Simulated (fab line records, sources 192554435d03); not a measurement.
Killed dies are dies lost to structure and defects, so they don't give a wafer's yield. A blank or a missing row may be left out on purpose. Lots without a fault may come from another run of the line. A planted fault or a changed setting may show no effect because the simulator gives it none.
Which tool did it? | flow n5_finfet | 24 lots, 72 wafers sampled, at 3 steps of a route of 1938

WHAT THE GAUGES READ, wafer by wafer
N5_BEOL_M10_THK_MEAS_53: measures by xrf.
lot  | measured     | on            | M10_THK (nm)
L074 | day 10 11:06 | film_metro-01 | 139 137 141
L075 | day 10 18:29 | film_metro-01 | 141 139 140
L076 | day 10 18:52 | film_metro-01 | 141 142 144
L077 | day 11 03:11 | film_metro-01 | 141 139 146
L078 | day 11 13:59 | film_metro-02 | 144 137 144
L079 | day 11 21:13 | film_metro-01 | 140 140 144
L081 | day 12 11:10 | film_metro-02 | 140 139 143
L080 | day 13 05:08 | film_metro-01 | 142 138 142
L083 | day 13 07:43 | film_metro-02 | 139 136 142
L082 | day 13 16:47 | film_metro-02 | 140 140 142
L085 | day 13 20:22 | film_metro-01 | 140 140 141
L086 | day 14 08:02 | film_metro-02 | 140 142 142
L087 | day 14 08:28 | film_metro-02 | 143 140 145
L084 | day 14 11:28 | film_metro-02 | 137 139 140
L089 | day 15 04:49 | film_metro-01 | 141 139 138
L088 | day 15 06:48 | film_metro-01 | 138 144 141
L091 | day 15 10:16 | film_metro-02 | 139 138 150
L094 | day 15 17:41 | film_metro-02 | 137 137 145
L090 | day 16 03:50 | film_metro-01 | 137 142 137
L096 | day 16 10:14 | film_metro-01 | 141 140 140
L092 | day 16 10:46 | film_metro-01 | 137 146 138
L093 | day 16 11:30 | film_metro-01 | 146 139 147
L095 | day 16 15:50 | film_metro-02 | 137 140 146
L097 | day 16 22:40 | film_metro-02 | 139 138 144

N5_BEOL_M11_OVL_MEAS_12.
lot  | measured     | on         | M11_OVL (nm)
L074 | day 10 13:10 | overlay-01 | 0.1 1.6 0.9
L075 | day 10 21:58 | overlay-02 | 0.0 0.8 1.1
L076 | day 10 21:44 | overlay-01 | 0.6 -0.2 0.9
L077 | day 11 04:35 | overlay-01 | 2.0 -0.3 0.8
L078 | day 11 15:51 | overlay-02 | -0.8 -0.3 0.3
L079 | day 12 01:44 | overlay-01 | 1.4 0.6 1.3
L081 | day 12 15:16 | overlay-02 | 0.3 0.8 0.2
L080 | day 13 07:31 | overlay-02 | -2.4 -0.1 -0.7
L083 | day 13 11:14 | overlay-01 | 0.4 0.9 0.2
L082 | day 13 19:59 | overlay-01 | 0.4 -1.8 -0.3
L085 | day 14 01:02 | overlay-02 | 0.5 0.4 0.5
L086 | day 14 11:00 | overlay-01 | -2.4 -0.8 0.3
L087 | day 14 11:17 | overlay-01 | 0.5 1.0 0.5
L084 | day 14 14:24 | overlay-02 | -0.1 0.3 -0.1
L089 | day 15 07:00 | overlay-01 | 0.0 -0.3 -0.5
L088 | day 15 11:32 | overlay-02 | 0.3 0.0 0.6
L091 | day 15 12:13 | overlay-01 | 0.5 -0.7 -0.2
L094 | day 15 20:26 | overlay-01 | -0.2 0.9 0.4
L090 | day 16 06:13 | overlay-01 | -0.4 1.3 1.7
L096 | day 16 13:28 | overlay-01 | 0.4 -0.1 -0.1
L092 | day 16 13:40 | overlay-01 | 0.7 -0.3 0.5
L093 | day 16 13:50 | overlay-01 | 0.4 0.8 1.1
L095 | day 16 18:57 | overlay-02 | 1.0 0.5 1.6
L097 | day 17 00:11 | overlay-01 | 0.5 0.0 1.2

WHICH TOOL RAN EACH LOT (tool, then ch and the chambers of the sampled wafers, then the start)
lot  | N5_BEOL_M10_CMP_52
L074 | cmp-01 ch 2,3, day 10 10:48
L075 | cmp-03 ch 1,3, day 10 18:11
L076 | cmp-03 ch 0,1,3, day 10 18:34
L077 | cmp-03 ch 0,3, day 11 02:53
L078 | cmp-03 ch 0,1,2, day 11 13:44
L079 | cmp-03 ch 0,2,3, day 11 20:58
L081 | cmp-04 ch 1,2,3, day 12 10:52
L080 | cmp-01 ch 0,1,3, day 13 04:51
L083 | cmp-01 ch 0,2, day 13 07:26
L082 | cmp-04 ch 0,3, day 13 16:29
L085 | cmp-01 ch 0,1,2, day 13 20:09
L086 | cmp-04 ch 0,3, day 14 07:44
L087 | cmp-03 ch 0,1,3, day 14 08:10
L084 | cmp-03 ch 0,1, day 14 11:12
L089 | cmp-03 ch 0,1,3, day 15 04:35
L088 | cmp-03 ch 0,3, day 15 06:30
L091 | cmp-01 ch 0,2,3, day 15 10:00
L094 | cmp-03 ch 1,2, day 15 17:26
L090 | cmp-01 ch 0,2,3, day 16 03:34
L096 | cmp-03 ch 0,1,2, day 16 10:01
L092 | cmp-01 ch 1,2,3, day 16 10:32
L093 | cmp-01 ch 2,3, day 16 11:14
L095 | cmp-01 ch 0,2,3, day 16 15:33
L097 | cmp-01 ch 1,2, day 16 22:25
- N5_BEOL_M10_CMP_52: polishes, stops on SiCOH lowk, t overpolish 7 s, target thk 140 nm.

WHAT THE TOOLS THEMSELVES READ (means of the sampled wafers that have a number; where no wafer has one, the mark that the record gives instead)
N5_BEOL_M10_CMP_52.
lot  | tool   | barrier_field_endpoint_s (s) | motor_current_A (A) | overpolish_run_s (s) | time_to_endpoint_s (s)
L074 | cmp-01 | 29.8                         | 6.3                 | 7.003                | 70
L075 | cmp-03 | 28.7                         | 5.8                 | 7.000                | 64
L076 | cmp-03 | 27.9                         | 5.5                 | 6.997                | 64
L077 | cmp-03 | 27.9                         | 5.9                 | 7.007                | 64
L078 | cmp-03 | 28.0                         | 5.1                 | 6.998                | 64
L079 | cmp-03 | 28.0                         | 5.5                 | 7.004                | 64
L081 | cmp-04 | 28.9                         | 5.8                 | 6.998                | 68
L080 | cmp-01 | 28.8                         | 6.7                 | 6.991                | 68
L083 | cmp-01 | 29.8                         | 6.7                 | 7.000                | 70
L082 | cmp-04 | 29.2                         | 5.0                 | 7.000                | 72
L085 | cmp-01 | 28.5                         | 6.7                 | 7.002                | 68
L086 | cmp-04 | 29.4                         | 5.5                 | 7.001                | 70
L087 | cmp-03 | 28.5                         | 5.3                 | 6.990                | 66
L084 | cmp-03 | 28.9                         | 5.0                 | 7.008                | 67
L089 | cmp-03 | 29.0                         | 5.4                 | 7.001                | 64
L088 | cmp-03 | 28.4                         | 5.8                 | 7.004                | 64
L091 | cmp-01 | 28.3                         | 6.6                 | 6.996                | 68
L094 | cmp-03 | 29.2                         | 5.1                 | 7.004                | 68
L090 | cmp-01 | 28.0                         | 6.5                 | 6.994                | 65
L096 | cmp-03 | 28.5                         | 5.2                 | 6.999                | 62
L092 | cmp-01 | 28.8                         | 6.1                 | 7.002                | 67
L093 | cmp-01 | 29.2                         | 6.1                 | 6.999                | 65
L095 | cmp-01 | 28.5                         | 6.5                 | 7.006                | 65
L097 | cmp-01 | 30.5                         | 6.2                 | 7.010                | 70

THE ANSWER, worked out from the rows above alone
Rule: what is usual is taken from the lots themselves. Put in order of their means at a reading, lots are off if they are a third of the lots or fewer, leave a main group of 4 or more, and stand apart from it by a gap of 3 or more times the standard deviation of the main group's means; of several such gaps the widest counts. A main group whose means are all the same, to the digits that the tables above print for the reading, isn't used. A lot without any number at a reading at which 4 lots or more have one is off too. The other lots that the step has rows for count as sound. The gauges are gone through in route order, then the tools' own readings, and for those a lot's mean is taken as printed above. The first step at which some lot is off is used, and at that step the reading that is off furthest; a lot without a number counts as furthest.
No lot is off at any reading shown: from this, nothing can be told.

WHAT THE SIMULATOR HAD PUT IN
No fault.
